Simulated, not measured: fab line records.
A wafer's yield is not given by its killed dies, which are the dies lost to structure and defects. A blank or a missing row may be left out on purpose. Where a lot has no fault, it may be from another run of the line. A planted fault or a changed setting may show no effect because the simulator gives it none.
What tool caused it?	flow n5Finfet	10 lots, 30 wafers sampled, at 6 steps of a route of 1938

== WHAT THE GAUGES SHOWED, per wafer ==
N5_FIN_CUT_INSPECT_17: inspects for defects (brightfield). Usual: 235 for rawDefectCount, sd 78.
lot	measured	on	rawDefectCount	flag
L289	day 2 05:24	defectInspect-02	271 150 183	
L290	day 2 10:44	defectInspect-02	122 174 100	
L292	day 2 21:47	defectInspect-02	347 276 318	
L294	day 3 12:00	defectInspect-01	295 213 214	
L295	day 3 16:53	defectInspect-02	213 197 207	
L296	day 3 23:10	defectInspect-02	260 218 329	
L301	day 5 04:17	defectInspect-02	265 378 196	
L302	day 5 10:54	defectInspect-01	221 226 245	
L303	day 5 20:16	defectInspect-01	186 196 206	
L307	day 6 18:59	defectInspect-01	203 171 238	

N5_STI_FIN_REVEAL_INSPECT_13: inspects for defects (darkfield). Usual: 12 for rawDefectCount, sd 5.2.
lot	measured	on	rawDefectCount	flag
L289	day 2 14:11	defectInspect-01	7 14 9	
L290	day 2 19:46	defectInspect-01	11 18 14	
L292	day 3 07:02	defectInspect-01	17 15 9	
L294	day 3 20:41	defectInspect-01	4 7 10	
L295	day 4 02:23	defectInspect-02	2 21 20	
L296	day 4 08:23	defectInspect-01	7 13 15	
L301	day 5 13:07	defectInspect-01	15 11 8	
L302	day 5 20:02	defectInspect-01	14 7 24	
L303	day 6 05:04	defectInspect-01	403 401 418	OFF
L307	day 7 04:06	defectInspect-01	385 389 423	OFF

N5_BEOL_M4_RC_MEAS_101. Usual: DIBL_N 36.0 mV/V, standard deviation 1.7; DIBL_P 35.8 mV/V, standard deviation 2; IOFF_N 0.15 nA/um, standard deviation 0.03; IOFF_P 0.20 nA/um, standard deviation 0.037; ION_N 670 uA/um, standard deviation 12; ION_P 460 uA/um, standard deviation 7.2; SS_N 71.5 mV/dec, standard deviation 0.68; SS_P 73.2 mV/dec, standard deviation 0.65; VT_N 250 mV, standard deviation 3.1; VT_P -251 mV, standard deviation 3.4.
lot	measured	on	DIBL_N (mV/V)	DIBL_P (mV/V)	IOFF_N (nA/um)	IOFF_P (nA/um)	ION_N (uA/um)	ION_P (uA/um)	SS_N (mV/dec)	SS_P (mV/dec)	VT_N (mV)	VT_P (mV)	flag
L289	day 8 10:06	prober-01	36.0 37.1 36.7	37.1 37.0 36.6	0.17 0.18 0.18	0.24 0.23 0.23	684 682 669	471 464 467	71.4 71.3 71.6	73.4 73.3 73.3	249 248 249	-247 -248 -247	
L290	day 8 07:37	prober-01	36.4 34.2 34.7	35.4 31.6 32.5	0.16 0.11 0.13	0.20 0.16 0.16	664 655 662	456 455 454	71.6 70.5 71.2	73.0 72.0 72.5	250 256 253	-251 -256 -257	
L292	day 8 09:44	prober-02	38.8 37.2 36.9	39.1 37.0 35.8	0.20 0.16 0.14	0.28 0.22 0.21	671 664 667	463 459 460	72.0 71.6 72.1	74.1 72.7 73.2	246 249 250	-244 -247 -250	
L294	day 9 08:49	prober-02	33.1 35.5 34.2	33.7 36.5 35.5	0.12 0.16 0.14	0.15 0.18 0.18	662 666 682	454 449 469	71.1 71.8 71.3	73.2 73.2 72.5	252 248 251	-255 -254 -255	
L295	day 9 08:45	prober-01	36.3 34.4 39.2	37.4 36.1 40.2	0.15 0.13 0.20	0.21 0.18 0.27	654 663 669	448 460 455	70.6 71.2 73.0	73.9 73.1 74.0	248 252 246	-252 -251 -251	
L296	day 9 17:07	prober-01	35.7 35.9 37.4	36.3 36.5 38.2	0.16 0.15 0.19	0.19 0.20 0.23	681 674 689	459 467 471	71.7 72.2 73.0	72.8 74.3 73.7	247 252 248	-252 -252 -251	
L301	day 10 21:58	prober-02	34.8 37.0 32.8	35.7 37.5 32.3	0.13 0.16 0.10	0.19 0.21 0.14	672 676 658	462 459 451	71.4 72.0 71.4	73.5 73.7 71.9	251 249 255	-250 -248 -255	
L302	day 11 15:01	prober-01	36.2 35.2 35.0	35.7 35.6 34.7	0.14 0.14 0.12	0.19 0.20 0.18	658 684 655	453 470 460	71.2 71.1 70.1	72.7 73.4 72.7	252 250 254	-252 -250 -251	
L303	day 11 21:53	prober-02	34.5 37.2 37.5	34.6 37.2 38.0	0.12 0.16 0.16	0.16 0.19 0.20	667 676 672	455 457 460	71.1 71.5 72.1	72.6 72.8 73.8	252 250 252	-255 -254 -253	
L307	day 12 10:33	prober-01	37.5 34.2 33.3	38.7 34.3 33.9	0.19 0.12 0.11	0.21 0.15 0.14	678 670 655	456 455 443	72.3 71.8 71.4	73.8 73.0 72.8	251 255 255	-252 -259 -259	

== EACH LOT AND THE TOOL THAT RAN IT (in order: tool; ch and the chambers of the sampled wafers; start) ==
lot	N5_FIN_CUT_CUT_ETCH_28	N5_STI_FIN_REVEAL_DENSIFY_30	N5_STI_FIN_REVEAL_STRIP_16
L289	rieSi-03 ch 0,1,3, day 2 05:10	rtpAnneal-01 ch 0, day 2 10:56	wetBench-06 ch 0,5,7, day 2 13:01
L290	rieSi-05 ch 1,2,3, day 2 10:29	rtpAnneal-02 ch 0, day 2 16:25	wetBench-03 ch 0,3,4, day 2 18:35
L292	rieSi-03 ch 1,2, day 2 21:33	rtpAnneal-02 ch 0, day 3 03:50	wetBench-06 ch 0,6,7, day 3 05:52
L294	rieSi-03 ch 0,1,3, day 3 11:46	rtpAnneal-01 ch 0, day 3 17:26	wetBench-03 ch 0,3,6, day 3 19:31
L295	rieSi-03 ch 0,3, day 3 16:39	rtpAnneal-02 ch 0, day 3 22:22	wetBench-03 ch 2,4,5, day 4 01:13
L296	rieSi-03 ch 1,2, day 3 22:56	rtpAnneal-01 ch 0, day 4 05:08	wetBench-05 ch 0,4,7, day 4 07:11
L301	rieSi-03 ch 0,1,2, day 5 04:02	rtpAnneal-01 ch 0, day 5 09:45	wetBench-06 ch 2,5,7, day 5 11:52
L302	rieSi-01 ch 1,2,3, day 5 10:38	rtpAnneal-02 ch 0, day 5 16:22	wetBench-06 ch 0,4,5, day 5 18:28
L303	rieSi-01 ch 0,1,2, day 5 20:02	rtpAnneal-02 ch 0, day 6 01:47	wetBench-06 ch 4,5,7, day 6 03:52
L307	rieSi-01 ch 0,1,2, day 6 18:45	rtpAnneal-02 ch 0, day 7 00:30	wetBench-06 ch 1,5,6, day 7 02:34
- N5_FIN_CUT_CUT_ETCH_28: etches Si in HBr/Cl2/O2, target depth 6 nm, time 2.4 s.
- N5_STI_FIN_REVEAL_DENSIFY_30
- N5_STI_FIN_REVEAL_STRIP_16: strips SiNx in H3PO4, target depth 23.8 nm.

== AS READ BY THE TOOLS THEMSELVES (means over the sampled wafers that have a number; for cases with no such wafer, the mark the record gives instead) ==
N5_FIN_CUT_CUT_ETCH_28. Usual: drypumpMotorCurrentA 5.7 A, standard deviation 0.37; mfcCl2Sccm 80.01 sccm, standard deviation 0.23; oesProductAu 1.001 a.u., standard deviation 0.015; throttleValvePct 37.0 %, standard deviation 0.35.
lot	tool	drypumpMotorCurrentA (A)	mfcCl2Sccm (sccm)	oesProductAu (a.u.)	throttleValvePct (%)	flag
L289	rieSi-03	5.9	79.87	0.993	37.0	
L290	rieSi-05	5.3	80.08	0.991	37.3	
L292	rieSi-03	5.9	80.00	1.014	37.1	
L294	rieSi-03	5.9	79.99	0.999	37.0	
L295	rieSi-03	6.0	80.19	0.986	36.9	
L296	rieSi-03	5.9	80.11	1.013	37.1	
L301	rieSi-03	5.9	79.97	0.999	37.0	
L302	rieSi-01	5.2	79.89	1.006	37.0	
L303	rieSi-01	5.5	79.99	1.003	37.0	
L307	rieSi-01	5.5	80.28	1.006	37.0	

N5_STI_FIN_REVEAL_DENSIFY_30. Usual: 11.54 % for lampPowerPct, sd 0.053.
lot	tool	lampPowerPct (%)	flag
L289	rtpAnneal-01	11.60	
L290	rtpAnneal-02	11.51	
L292	rtpAnneal-02	11.53	
L294	rtpAnneal-01	11.50	
L295	rtpAnneal-02	11.53	
L296	rtpAnneal-01	11.52	
L301	rtpAnneal-01	11.52	
L302	rtpAnneal-02	11.56	
L303	rtpAnneal-02	11.48	
L307	rtpAnneal-02	11.53	

== THE ANSWER, worked out from the rows above alone ==
Rule: a lot counts as off when the mean over its wafers that have a number is more than 3 standard deviations away from the usual mean. A lot without any number at a reading at which 4 lots or more have one is off too. Where the step has rows for the other lots, those lots are counted as sound. First the gauges in route order, then the tools' own readings, where a lot's mean is used as printed above. At the first step where some lot is off, the reading lying furthest off is the one used; lots without a number count as furthest.
Off: L303, L307 (N5_STI_FIN_REVEAL_INSPECT_13, rawDefectCount).
If a tool, at a process step before that reading, ran all the lots that are off and no sound lot after the first of them, it fits. Those tools and the gauges at N5_STI_FIN_REVEAL_INSPECT_13 are tried in the same way. Can't be told from this: 4 tools fit, rieSi-01 at N5_FIN_CUT_CUT_ETCH_28, rtpAnneal-02 at N5_STI_FIN_REVEAL_DENSIFY_30, wetBench-06 at N5_STI_FIN_REVEAL_STRIP_16, defectInspect-01 at N5_STI_FIN_REVEAL_INSPECT_13.

== WHAT THE SIMULATOR PUT IN ==
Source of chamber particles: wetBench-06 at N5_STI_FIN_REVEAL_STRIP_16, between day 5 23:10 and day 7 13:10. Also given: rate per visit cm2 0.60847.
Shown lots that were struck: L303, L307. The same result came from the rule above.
